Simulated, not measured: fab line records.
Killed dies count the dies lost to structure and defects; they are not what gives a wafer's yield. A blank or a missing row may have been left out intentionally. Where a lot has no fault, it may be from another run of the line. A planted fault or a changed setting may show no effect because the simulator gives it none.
fab line records	flow n5-finfet
[record] lots = 6	wafers = 18	last-day = 17
route steps=1938 shown BEOL_M12@1644 BEOL_M13@1659 PASSIVATION@1936
lots with no fault: from the same line, run without faults
start-h: hours from the record's first day to the start of the lot's first wafer shown	wait-h: how many hours have passed since the lot's step before this one	" repeats the value in the row above	L1.1+2: several wafers, shown together as one row	- no value, or no start was given	* or withheld: withheld	< > ~ a bound
route shown NAME@n: a module of which the file shows steps, and the number in the route of the first	usual: mean and standard deviation over wafers with no fault	same: alike in all rows	chamber/n: place in a boat	sites: the reading at each site	_std_site: how widely they spread, as a standard deviation	_edge_site: outer sites' mean less inner sites'	radius-mm: how far each site lies from the wafer's centre	mask NAME#n: copy n	behind: the last tool/chamber to shape the wafer	hold: why the lot went on hold/how many hours it stayed there/how the hold came to an end	device: whichever transistor did not switch (one of n, p or np)	end of line: tests of these same wafers at the route's end	a step given without rows: its recipe and nothing more	killed: dies that structure and defects cost at the first sort, which is not the same as the wafer's yield	map: the dies of a wafer, with x for killed, . for not killed, _ for no die there
set.NAME: the setting as run; set.NAME@STEP: as run at that earlier step	model.NAME: the simulator's own value behind a step, which no gauge read
lots at some steps of the route; a table a step, a row a wafer
services: when a tool's chamber went out of use (start-h, in hours from the record's first day, below 0 if earlier), for how many hours, and the reason
[[steps]]
[step N5_BEOL_M12_PRECLEAN_39]
[recipe] chemistry = residue-remover	time-s = 60	temp-c = 40
[step N5_BEOL_M12_SRD_40]
[recipe] time-s = 30	temp-c = 23	rinse-liquid = diw	dry = n2-spin	spin-rpm = 1500	dry-time-s = 30
[step N5_BEOL_M12_DEGAS_41]
[recipe] ambient = vacuum	temp-c = 250	time-s = 60
[usual] heater-power-w = 327/30
lot.wafer	tool	chamber	start-h	wait-h	heater-power-w
L847.1	pvd-sputter-01	-	245.21	0.3	347
L847.3	"	-	"	"	327
L847.5	"	-	"	"	341
L850.1	pvd-sputter-03	-	270.04	0.6	341
L850.4	"	-	"	"	330
L850.5	"	-	"	"	335
L856.1	pvd-sputter-01	-	308.85	0.2	329
L856.3	"	-	"	"	273
L856.6	"	-	"	"	336
L859.1	pvd-sputter-01	-	324.08	0.5	362
L859.3	"	-	"	"	272
L859.4	"	-	"	"	340
L864.4	pvd-sputter-01	-	346.47	0.2	354
L864.5	"	-	"	"	355
L864.6	"	-	"	"	356
L867.1	pvd-sputter-02	-	372.58	0.2	332
L867.2	"	-	"	"	363
L867.5	"	-	"	"	360
[step N5_BEOL_M12_PRE_CLEAN_42]
[recipe] gas = H2/He	time-s = 30	temp-c = 250
[usual] heater-power-w = 327/30
lot.wafer	tool	chamber	start-h	wait-h	heater-power-w
L847.1	pvd-sputter-01	-	245.25	0.0	342
L847.3	"	-	"	"	339
L847.5	"	-	"	"	341
L850.1	pvd-sputter-03	-	270.08	0.0	337
L850.4	"	-	"	"	331
L850.5	"	-	"	"	335
L856.1	pvd-sputter-01	-	308.89	0.0	330
L856.3	"	-	"	"	270
L856.6	"	-	"	"	332
L859.1	pvd-sputter-01	-	324.12	0.0	352
L859.3	"	-	"	"	264
L859.4	"	-	"	"	342
L864.4	pvd-sputter-01	-	346.51	0.0	346
L864.5	"	-	"	"	324
L864.6	"	-	"	"	349
L867.1	pvd-sputter-02	-	372.62	0.0	342
L867.2	"	-	"	"	369
L867.5	"	-	"	"	360
[step N5_BEOL_M12_SPUTTER_43]
[recipe] material = TaN	target-thk-a = 150	temp-c = 50	bias-v = 168.6	power-w = 15000	chamber-pressure-pa = 0.12	time-s = 24.19
[step N5_BEOL_M12_SPUTTER_44]
[recipe] material = Ta	target-thk-a = 100	temp-c = 50	bias-v = 80	power-w = 15000	chamber-pressure-pa = 0.07	time-s = 16.13
[step N5_BEOL_M12_SPUTTER_45]
[recipe] material = Cu	target-thk-a = 800	temp-c = -20	bias-v = 60	power-w = 26000	chamber-pressure-pa = 0.13	time-s = 13.33
[usual] substrate-temp-c = -19.99/0.11	throttle-valve-pct = 29.6/0.94
lot.wafer	tool	chamber	start-h	wait-h	substrate-temp-c	throttle-valve-pct
L847.1	pvd-sputter-01	-	245.45	0.0	-19.83	27.3
L847.3	"	-	"	"	-19.89	29.4
L847.5	"	-	"	"	-19.92	27.6
L850.1	pvd-sputter-03	-	270.28	0.0	-19.89	29.5
L850.4	"	-	"	"	-20.09	30.6
L850.5	"	-	"	"	-19.93	29.8
L856.1	pvd-sputter-01	-	309.09	0.0	-20.12	27.7
L856.3	"	-	"	"	-20.08	29.8
L856.6	"	-	"	"	-19.91	29.6
L859.1	pvd-sputter-01	-	324.32	0.0	-20.12	29.8
L859.3	"	-	"	"	-19.96	29.8
L859.4	"	-	"	"	-19.97	29.2
L864.4	pvd-sputter-01	-	346.71	0.0	-19.99	29.9
L864.5	"	-	"	"	-20.06	29.5
L864.6	"	-	"	"	-20.20	29.6
L867.1	pvd-sputter-02	-	372.82	0.0	-19.83	29.7
L867.2	"	-	"	"	-19.69	30.8
L867.5	"	-	"	"	-19.74	30.5
[step N5_BEOL_M12_ECD_47]
[recipe] material = Cu	target-thk-a = 7200
[step N5_BEOL_M12_ANNEAL_48]
[recipe] temp-c = 225	time-s = 90	ambient = N2
[step N5_BEOL_M12_CMP_49]
[recipe] stop-on = SiOC	t-overpolish-s = 20.6	down-force-psi = 1	platen-rpm = 50	clearing-platen-down-force-psi = 1.5	clearing-platen-rpm = 50	post-cmp-clean = cu-alkaline	target-thk-nm = 320	clearing-platen-pad-velocity-m-s = 0.99484	pad-velocity-m-s = 0.99484
[step N5_BEOL_M12_THK_MEAS_50]
[recipe] thk-meas-gauge = xrf	reads = Cu_of_BEOL_M12_ECD_47
[usual] M12_THK = 330/6.3
lot.wafer	tool	chamber	start-h	wait-h	M12_THK[nm]
L847.1	film-metro-01	-	246.47	-	330
L847.3	"	-	"	"	339
L847.5	"	-	"	"	331
L850.1	film-metro-01	-	271.13	-	325
L850.4	"	-	"	"	319
L850.5	"	-	"	"	328
L856.1	film-metro-01	-	310.06	-	328
L856.3	"	-	"	"	332
L856.6	"	-	"	"	328
L859.1	film-metro-02	-	325.18	-	324
L859.3	"	-	"	"	323
L859.4	"	-	"	"	328
L864.4	film-metro-02	-	347.57	-	328
L864.5	"	-	"	"	326
L864.6	"	-	"	"	327
L867.1	film-metro-01	-	373.78	-	337
L867.2	"	-	"	"	336
L867.5	"	-	"	"	332
[step N5_BEOL_M12_PRE_CLEAN_52]
[recipe] gas = NH3	time-s = 15	temp-c = withheld	rf-power-w = 300
[step N5_BEOL_M12_DEP_53]
[recipe] material = SiCN	target-thk-a = 300	temp-c = withheld	precursor = 3MS/NH3	pressure-torr = 3	rf-w = 675	time-s = 10.5
[usual] showerhead-plenum-p-Torr = 4.155/0.025	throttle-valve-pct = 18.3/1.1
lot.wafer	tool	chamber	start-h	wait-h	showerhead-plenum-p-Torr	throttle-valve-pct
L847.1	pecvd-01	1	246.53	0.0	4.158	17.5
L847.3	"	2	"	"	4.181	17.3
L847.5	"	1	"	"	4.150	17.5
L850.1	pecvd-03	1	271.19	0.0	4.173	18.8
L850.4	"	2	"	"	4.160	15.9
L850.5	"	1	"	"	4.167	18.8
L856.1	pecvd-01	1	310.12	0.0	4.158	17.3
L856.3	"	0	"	"	4.179	17.8
L856.6	"	1	"	"	4.165	17.5
L859.1	pecvd-01	2	325.24	0.0	4.179	17.5
L859.3	"	0	"	"	4.168	17.7
L859.4	"	0	"	"	4.165	17.9
L864.4	pecvd-04	2	347.66	0.0	4.146	20.2
L864.5	"	0	"	"	4.142	17.5
L864.6	"	2	"	"	4.143	20.6
L867.1	pecvd-04	0	373.84	0.0	4.137	17.8
L867.2	"	1	"	"	4.107	18.8
L867.5	"	1	"	"	4.107	19.2
[step N5_BEOL_M12_RS_MEAS_54]
[recipe] thk-meas-gauge = four-point-probe	reads = Cu_of_BEOL_M12_ECD_47+Ta_of_BEOL_M12_SPUTTER_44+TaN_of_BEOL_M12_SPUTTER_43
[usual] M12_RS = 0.0596/0.0011
lot.wafer	tool	chamber	start-h	wait-h	M12_RS[ohm/sq]
L847.1	film-metro-01	-	246.59	0.0	0.0598
L847.3	"	-	"	"	0.0580
L847.5	"	-	"	"	0.0595
L850.1	film-metro-02	-	271.25	0.0	0.0603
L850.4	"	-	"	"	0.0617
L850.5	"	-	"	"	0.0600
L856.1	film-metro-01	-	310.18	0.0	0.0601
L856.3	"	-	"	"	0.0596
L856.6	"	-	"	"	0.0599
L859.1	film-metro-02	-	325.30	0.0	0.0599
L859.3	"	-	"	"	0.0603
L859.4	"	-	"	"	0.0593
L864.4	film-metro-02	-	347.73	0.1	0.0602
L864.5	"	-	"	"	0.0603
L864.6	"	-	"	"	0.0599
L867.1	film-metro-02	-	373.90	0.0	0.0589
L867.2	"	-	"	"	0.0590
L867.5	"	-	"	"	0.0592
[step N5_BEOL_M12_INSPECT_55]
[recipe] inspect-instrument = darkfield	mode = post-dep
[usual] raw-defect-count = 75/23
lot.wafer	tool	chamber	start-h	wait-h	raw-defect-count
L847.1	defect-inspect-02	-	246.62	0.0	44
L847.3	"	-	"	"	41
L847.5	"	-	"	"	69
L850.1	defect-inspect-02	-	271.28	0.0	71
L850.4	"	-	"	"	66
L850.5	"	-	"	"	44
L856.1	defect-inspect-02	-	310.21	0.0	1079
L856.3	"	-	"	"	1052
L856.6	"	-	"	"	1064
L859.1	defect-inspect-02	-	325.33	0.0	1049
L859.3	"	-	"	"	1030
L859.4	"	-	"	"	983
L864.4	defect-inspect-01	-	347.75	0.0	104
L864.5	"	-	"	"	103
L864.6	"	-	"	"	93
L867.1	defect-inspect-01	-	373.93	0.0	50
L867.2	"	-	"	"	41
L867.5	"	-	"	"	138
[step N5_BEOL_M13_ILD_DEP_00]
[recipe] material = SiOC	target-thk-a = 8379.2	temp-c = 350	precursor = DEMS/O2	pressure-torr = 5	rf-w = 500	time-s = 166.4
[usual] heater-power-w = 458/47	showerhead-plenum-p-Torr = 5.703/0.012	throttle-valve-pct = 11.8/0.56
lot.wafer	tool	chamber	start-h	wait-h	heater-power-w	showerhead-plenum-p-Torr	throttle-valve-pct
L847.1	pecvd-01	1	246.65	0.0	453	5.697	11.6
L847.3	"	2	"	"	385	5.712	11.4
L847.5	"	0	"	"	540	5.709	11.9
L850.1	pecvd-01	2	271.32	0.0	413	5.695	11.8
L850.4	"	2	"	"	460	5.704	11.3
L850.5	"	1	"	"	504	5.686	11.4
L856.1	pecvd-02	2	310.25	0.0	450	5.716	11.8
L856.3	"	0	"	"	500	5.724	11.5
L856.6	"	0	"	"	404	5.718	11.2
L859.1	pecvd-02	2	325.37	0.0	387	5.713	11.7
L859.3	"	1	"	"	472	5.691	12.7
L859.4	"	2	"	"	414	5.718	11.9
L864.4	pecvd-03	0	347.85	0.1	426	5.705	12.5
L864.5	"	2	"	"	439	5.695	10.7
L864.6	"	1	"	"	459	5.698	12.3
L867.1	pecvd-03	0	373.97	0.0	457	5.716	12.9
L867.2	"	1	"	"	415	5.693	12.1
L867.5	"	0	"	"	359	5.701	12.7
[step N5_BEOL_M13_THK_MEAS_01]
[recipe] reads = SiOC_of_BEOL_M13_ILD_DEP_00
[usual] M13_ILD_THK = 840/11
lot.wafer	tool	chamber	start-h	wait-h	M13_ILD_THK[nm]
L847.1	film-metro-02	-	246.80	0.1	813
L847.3	"	-	"	"	840
L847.5	"	-	"	"	846
L850.1	film-metro-02	-	271.47	0.1	837
L850.4	"	-	"	"	849
L850.5	"	-	"	"	839
L856.1	film-metro-02	-	310.40	0.1	821
L856.3	"	-	"	"	828
L856.6	"	-	"	"	834
L859.1	film-metro-02	-	325.52	0.1	820
L859.3	"	-	"	"	826
L859.4	"	-	"	"	830
L864.4	film-metro-02	-	347.94	0.0	848
L864.5	"	-	"	"	848
L864.6	"	-	"	"	844
L867.1	film-metro-01	-	374.12	0.1	840
L867.2	"	-	"	"	845
L867.5	"	-	"	"	846
[step N5_BEOL_M13_COAT_58]
[recipe] resist = BARC	temp-c = 205	time-s = 60	spin-rpm = 1500	resist-thk-nm = 89
[step N5_BEOL_M13_COAT_04]
[recipe] spin-rpm = 1625	resist-thk-nm = 400
[step N5_BEOL_M13_EBR_06]
[recipe] solvent = PGMEA	ebr-width-mm = 1.5
[step N5_BEOL_M13_SOFTBAKE_05]
[recipe] temp-c = 130	time-s = 60
[step N5_BEOL_M13_EXPOSE_07]
[recipe] mask-id = V12	na = 0.93	source-shape = conventional	sigma-outer = 0.6	polarization = unpolarized	attpsm-phase-deg = 180	dose-mj = 24.8
[step N5_BEOL_M13_PEB_08]
[recipe] peb-temp-c = 130	peb-time-s = 90
[step N5_BEOL_M13_DEVELOP_09]
[recipe] develop-time-s = 45	rinse-liquid = diw	dry = air-spin	dev-temp-c = 21
[step N5_BEOL_M13_HARDBAKE_14]
[recipe] temp-c = 130	time-s = 120
[step N5_BEOL_M13_CD_MEAS_10]
[recipe] target-cd-nm = 190	landing-energy-ev = 500	detector = se-inlens	polarity = opening
[usual] cd-nm = 190.4/1.5
[same] landing-energy-ev = 500
lot.wafer	tool	chamber	start-h	wait-h	cd-nm
L847.1	cd-sem-02	0	247.23	-	189.7
L847.3	"	0	"	"	191.9
L847.5	"	0	"	"	189.7
L850.1	cd-sem-03	0	271.77	-	194.1
L850.4	"	0	"	"	193.0
L850.5	"	0	"	"	191.4
L856.1	cd-sem-01	0	310.70	-	189.1
L856.3	"	0	"	"	189.2
L856.6	"	0	"	"	190.3
L859.1	cd-sem-02	0	325.82	-	190.2
L859.3	"	0	"	"	193.3
L859.4	"	0	"	"	189.9
L864.4	cd-sem-03	0	348.37	-	191.3
L864.5	"	0	"	"	193.7
L864.6	"	0	"	"	193.4
L867.1	cd-sem-01	0	374.55	-	193.7
L867.2	"	0	"	"	192.7
L867.5	"	0	"	"	192.4
[step N5_BEOL_M13_OVL_MEAS_11]
[recipe] points-per-wafer = 44
[usual] V12_OVL = 3/5
lot.wafer	tool	chamber	start-h	wait-h	V12_OVL[nm]
L847.1	overlay-01	0	247.26	0.0	6
L847.3	"	0	"	"	4
L847.5	"	0	"	"	7
L850.1	overlay-02	0	271.80	0.0	6
L850.4	"	0	"	"	10
L850.5	"	0	"	"	1
L856.1	overlay-01	0	310.73	0.0	4
L856.3	"	0	"	"	-3
L856.6	"	0	"	"	2
L859.1	overlay-02	0	325.85	0.0	5
L859.3	"	0	"	"	1
L859.4	"	0	"	"	4
L864.4	overlay-01	0	348.40	0.0	-2
L864.5	"	0	"	"	-13
L864.6	"	0	"	"	-2
L867.1	overlay-01	0	374.58	0.0	-8
L867.2	"	0	"	"	0
L867.5	"	0	"	"	-3
[step N5_BEOL_M13_INSPECT_12]
[recipe] mode = adi	inspect-instrument = macro
[usual] raw-defect-count = 2.1/1.4
lot.wafer	tool	chamber	start-h	wait-h	raw-defect-count
L847.1	defect-inspect-01	-	247.29	0.0	2
L847.3	"	-	"	"	2
L847.5	"	-	"	"	2
L850.1	defect-inspect-02	-	271.82	0.0	0
L850.4	"	-	"	"	2
L850.5	"	-	"	"	1
L856.1	defect-inspect-01	-	310.75	0.0	>300
L856.3	"	-	"	"	>300
L856.6	"	-	"	"	>300
L859.1	defect-inspect-01	-	325.87	0.0	>300
L859.3	"	-	"	"	>300
L859.4	"	-	"	"	>300
L864.4	defect-inspect-01	-	348.42	0.0	2
L864.5	"	-	"	"	4
L864.6	"	-	"	"	1
L867.1	defect-inspect-02	-	374.60	0.0	1
L867.2	"	-	"	"	1
L867.5	"	-	"	"	1
[step N5_BEOL_M13_DESCUM_15]
[recipe] chemistry = O2	time-s = 7.9	source-power-w = 50	bias-power-w = 20	pressure-mtorr = 20	rf-frequency-hz = 2.712e+07	temp-c = 40	o2-flow-sccm = 225
[usual] drypump-motor-current-A = 5.9/0.55	oes-product-au = 0.76/0.063	rf-vpp-V = 243.0/1.4	showerhead-plenum-p-Torr = 2.09/0.068	throttle-valve-pct = 20.45/0.24
lot.wafer	tool	chamber	start-h	wait-h	drypump-motor-current-A	oes-product-au	rf-hours-counter-h	rf-vpp-V	showerhead-plenum-p-Torr	throttle-valve-pct
L847.1	rie-diel-01	3	247.49	0.2	6.3	0.72	200	244.0	2.09	20.31
L847.3	"	2	"	"	6.8	0.78	141	241.3	2.02	20.05
L847.5	"	0	"	"	5.1	0.87	-	242.9	2.05	20.17
L850.1	rie-diel-04	3	271.90	0.1	6.6	0.78	159	240.5	2.01	20.28
L850.4	"	0	"	"	6.1	0.71	201	245.0	2.15	20.48
L850.5	"	3	"	"	6.6	0.78	-	242.8	2.01	20.29
L856.1	rie-diel-04	0	310.79	0.0	6.1	0.70	212	245.0	2.14	20.51
L856.3	"	3	"	"	6.7	0.77	175	242.6	2.01	20.31
L856.6	"	2	"	"	5.7	0.72	-	241.4	2.00	20.43
L859.1	rie-diel-04	1	325.93	0.1	5.0	0.80	78	242.9	2.15	20.67
L859.3	"	3	"	"	6.7	0.76	181	243.8	2.01	20.35
L859.4	"	0	"	"	6.1	0.69	218	244.3	2.14	20.52
L864.4	rie-diel-02	2	348.46	0.0	6.2	0.83	67	244.9	2.21	20.26
L864.5	"	0	"	"	5.6	0.86	-	244.9	2.12	20.44
L864.6	"	1	"	"	5.4	0.71	-	242.6	2.04	20.17
L867.1	rie-diel-02	0	374.63	0.0	5.6	0.84	50	243.9	2.12	20.45
L867.2	"	3	"	"	6.0	0.66	236	243.8	2.08	21.03
L867.5	"	2	"	"	6.2	0.82	-	245.1	2.20	20.28
[step N5_PASSIVATION_PROBE_49]
[usual] defect-limited-yield = 91.3/1.4	killed_at_M0_to_M3 = 32/9.5	killed_at_M4_up = 14/5.2	killed-at-contacts = 13/5.7	killed-at-front-end = 41/12	killed-at-other = 3.5/2.6	killed-dies = 103/17	killed-on-rim = 14/4	killed-open = 68/14	killed-short = 32/7	sort_bin_5_function = 5.0/0.91	sort_bin_6_memory = 3.3/0.7	sort_bin_8_speed = 0.03/0.22	sort-n-pass = 1076/17	sort-yield-pct = 91.2/1.4
[same] gross-dies = 1180	killed-at-back-side = 0	sort_bin_4_leakage[%] = 0
lot.wafer	tool	chamber	start-h	wait-h	defect-limited-yield[%]	killed_at_M0_to_M3	killed_at_M4_up	killed-at-contacts	killed-at-front-end	killed-at-other	killed-dies	killed-on-rim	killed-open	killed-short	sort_bin_5_function[%]	sort_bin_6_memory[%]	sort_bin_8_speed[%]	sort-n-pass	sort-yield-pct[%]
L850.1	prober-02	-	303.03	0.1	90.5	32	23	5	51	1	112	22	73	31	4.8	3.6	0	1068	90.5
L850.4	prober-02	-	303.18	0.2	91.9	28	11	5	49	2	95	22	59	25	5.1	2.1	0.17	1084	91.9
L850.5	prober-02	-	303.23	0.3	91.9	20	13	21	40	2	96	9	66	30	4.6	3.2	0	1084	91.9
L856.1	prober-01	-	341.68	0.0	86.0	26	77	10	50	2	165	31	61	34	8.4	3.2	0	1015	86.0
L856.3	prober-01	-	341.78	0.1	80.3	34	136	14	44	4	232	23	68	39	11.6	4.5	0	948	80.3
L856.6	prober-01	-	341.93	0.3	88.0	26	71	15	24	6	142	28	57	22	6.9	2.9	0	1038	88.0
L859.1	prober-01	-	358.73	0.0	83.7	29	98	14	50	1	192	29	57	41	8.7	4.0	0	988	83.7
L859.3	prober-01	-	358.83	0.1	80.6	19	148	15	44	3	229	17	47	38	12.5	4.2	0	951	80.6
L859.4	prober-01	-	358.88	0.2	80.7	14	157	11	46	0	228	20	60	31	10.6	4.9	0	952	80.7
// killed by level:class
L850.1 BEOL_M4:geometric-particle:open=13 STI_FIN_REVEAL:geometric-particle:open=12 HKMG_FIN:area-etch=8 BEOL_M3:geometric-particle:open=7 FIN_SAQP:geometric-particle:open=6 SPACER0:geometric-particle:short=6 BEOL_M0_SAQP:geometric-particle:open=6 MOL_CONTACT_COAG:geometric-particle:open=5
L850.4 BEOL_M2:geometric-particle:open=10 STI_FIN_REVEAL:geometric-particle:open=8 HKMG_FIN:area-etch=8 DUMMY_GATE:geometric-particle:open=7 BEOL_M1:geometric-particle:open=7 FIN_SAQP:geometric-particle:open=4 MOL_CONTACT_COAG:geometric-particle:open=4 BEOL_M0_SAQP:geometric-particle:open=4
L850.5 MOL_CONTACT_COAG:geometric-particle:open=17 STI_FIN_REVEAL:geometric-particle:open=10 FIN_SAQP:geometric-particle:short=7 BEOL_M0_SAQP:geometric-particle:short=5 BEOL_M2:geometric-particle:open=5 ILD0:geometric-particle:open=4 GATE_CUT:geometric-particle:short=4 MOL_CONTACT_COAG:geometric-particle:short=4
L856.1 BEOL_M12:unspecified=64 FIN_SAQP:geometric-particle:open=12 BEOL_M0:geometric-particle:open=10 GATE_CUT:geometric-particle:short=9 MOL_CONTACT_COAG:geometric-particle:open=9 BEOL_M1:geometric-particle:open=8 FIN_SAQP:geometric-particle:short=8 BEOL_M4:geometric-particle:open=7
L856.3 BEOL_M12:unspecified=125 FIN_SAQP:geometric-particle:open=14 MOL_CONTACT_COAG:geometric-particle:open=10 FIN_SAQP:geometric-particle:short=9 BEOL_M1:geometric-particle:open=9 GATE_CUT:geometric-particle:short=6 BEOL_M0_SAQP:geometric-particle:open=5 STI_FIN_REVEAL:geometric-particle:open=4
L856.6 BEOL_M12:unspecified=62 MOL_CONTACT_COAG:geometric-particle:open=15 FIN_SAQP:geometric-particle:open=6 GATE_CUT:geometric-particle:short=5 BEOL_M2:geometric-particle:open=5 BEOL_M0_SAQP:geometric-particle:short=5 BEOL_M1:geometric-particle:open=5 DUMMY_GATE:geometric-particle:open=3
L859.1 BEOL_M12:unspecified=84 MOL_CONTACT_COAG:geometric-particle:open=12 HKMG_FIN:area-etch=10 FIN_SAQP:geometric-particle:open=9 BEOL_M0_SAQP:geometric-particle:short=8 FIN_SAQP:geometric-particle:short=7 BEOL_M2:geometric-particle:short=6 GATE_CUT:geometric-particle:open=5
L859.3 BEOL_M12:unspecified=143 MOL_CONTACT_COAG:geometric-particle:open=10 FIN_SAQP:geometric-particle:short=8 GATE_CUT:geometric-particle:short=8 FIN_SAQP:geometric-particle:open=6 ILD0:geometric-particle:open=5 MOL_CONTACT_COAG:geometric-particle:short=5 BEOL_M0_SAQP:geometric-particle:short=4
L859.4 BEOL_M12:unspecified=137 FIN_SAQP:geometric-particle:open=12 STI_FIN_REVEAL:geometric-particle:open=8 MOL_CONTACT_COAG:geometric-particle:open=8 FIN_SAQP:geometric-particle:short=6 DUMMY_GATE:geometric-particle:open=6 BEOL_M0_SAQP:geometric-particle:open=5 BEOL_M0_SAQP:geometric-particle:short=5
// map L856.3 (x killed, . not)
_________________............________________
______________....x....x...x...._____________
___________.......................x__________
__________..x....x.................._________
________....................x........._______
_______.x..............................______
______.x..x.........x..................._____
_____...................x..........x..x..____
____x.x.x..........x.............x........___
___...........x...x.......x................__
___....................x..x..xx.....x......__
__..x.x....x............xx.................x_
__...........x...............x............x._
_..x....x......x.........x...................
_x..x........x.................x...........x.
_.........x.......x..............x.........x.
_..x.....x.......................x...........
_..x....x.............x...x..................
_........x....x...x..........................
_..........x...x..........x....x.............
_x.................x.............x...........
__..........x.............x..x...........x.._
__...x...............x..xx..x..............._
___.............x..xxxx.x.x.....x.x.......x__
___................xxxxxxx.x.........x.....__
____..x.......x..xxxxxxxxxxxx..x....x.....___
_____...x...x....xxxxxxxxxxx.x..x........____
______....x.x.xxxxxxxxxxxxxx..x..x......_____
_______.x......xxxxxxxxxxxxxxxx.x......______
________...xx.xxxxxxxxxxxxxxxx..x..x.x_______
__________....xxxxxxxxxxxxxxx..x...x_________
___________...x..xxxxxxxxxxxx....x.__________
______________....xxxxxxxxxx...._____________
_________________..xxxxxxx.xx________________
// map L859.3 (x killed, . not)
_________________............________________
______________.................._____________
___________...........x............__________
__________..........x..............._________
________...x................x..x.x...._______
_______..........x..x..x....x......x...______
______....x....................x.....x.x_____
_____....x.x.......x............xx.......____
____.......................x.......x....x.___
___...x....................xx....xx........__
___...........................x............__
__...............................xx........._
__.x........................x..............._
_......x................xx...............xx..
_..x...x......x.x................x...........
_..x.........................x..x............
_...x.......................x..x.....x.......
_.....x........x....x.......x...x............
_..............x............x................
_.............................x......x.......
_........x..............x..x..x.....x....x...
__x.x................................x......_
__x.x..x...........x....xx........x........._
___....x..........xxxx.xxxxx...............__
___x............xxxxxxxx.xxx...............__
____...........xxxxxxxxxxxx.xxx......x....___
_____.x.........xxxxxxxxxxxx.xx..x..x....____
______.......xxxxxxxxxxxxxxxx.x........._____
_______.....xx..xxxxxxxxxxxxx.x........______
________.......xxxxxxxxxxxxxx.x......._______
__________x....xxxxxxxxxxxxxx.x....._________
___________....xxxxxxxxxxxxxxx.....__________
______________...xxxxxxxxxxx...._____________
_________________.xxxxxxxxx..________________
[[services]]
tool	chamber	start-h	hours	kind
pecvd-01	-	227.49	1.4	repair
pecvd-03	2	231.16	2.1	scheduled-down
pecvd-03	2	233.29	-	clean
pecvd-03	2	233.29	-	consumable-replace:showerhead
pecvd-03	2	233.29	29.0	scheduled-down
pecvd-03	2	233.29	29.0	vent-cycle
pecvd-04	0	247.73	2.1	scheduled-down
pecvd-02	2	262.76	15.1	repair
rie-diel-02	0	264.59	16.2	repair
pecvd-02	-	268.90	14.6	pm
rie-diel-02	-	271.50	14.6	pm
pecvd-04	1	292.16	6.6	repair
pecvd-03	-	300.66	0.8	pm
pvd-sputter-02	-	303.66	4.3	repair
rie-diel-04	1	310.45	4.1	repair
pecvd-04	-	320.93	1.3	repair
pecvd-03	2	323.58	5.5	scheduled-down
pvd-sputter-03	-	332.51	3.0	repair
pecvd-02	1	333.32	4.9	repair
pvd-sputter-02	-	342.91	6.3	repair
pecvd-02	1	360.59	10.1	repair
rie-diel-04	0	360.64	2.0	repair
rie-diel-02	0	361.79	5.2	repair
pecvd-01	1	369.82	2.1	scheduled-down
[[key]]
[first-sign] step = N5_BEOL_M12_INSPECT_55	reading = raw-defect-count	direction = up	sigmas = 42	usual = 75	struck = 1043
[effect] step = N5_BEOL_M13_INSPECT_12	reading = raw-defect-count	direction = up	sigmas = 99+	usual = 2.1	struck = >300
[effect] step = N5_PASSIVATION_PROBE_49	reading = killed_at_M4_up	direction = up	sigmas = 19	usual = 14	struck = 114
[more-kills-born-at] N5_BEOL_M12_DEP_53@pecvd-01 = 615
met-at N5_BEOL_M12_DEP_53
struck-wafers L856.1,L856.3,L856.6,L859.1,L859.3,L859.4
[baseline-loss] step = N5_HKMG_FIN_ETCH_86	wafers = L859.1
onset-between 246.53 310.12
[fault] kind = chamber-particle-source	tool = pecvd-01	chamber = -	onset-h = 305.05	steps = N5_BEOL_M12_DEP_53	rate-per-visit-cm2 = 1.4998	end-h = 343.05
// baseline-loss: these wafers lose ten dies or more at that step, a loss of the line's own and not of a fault; the sort's usual values leave them out
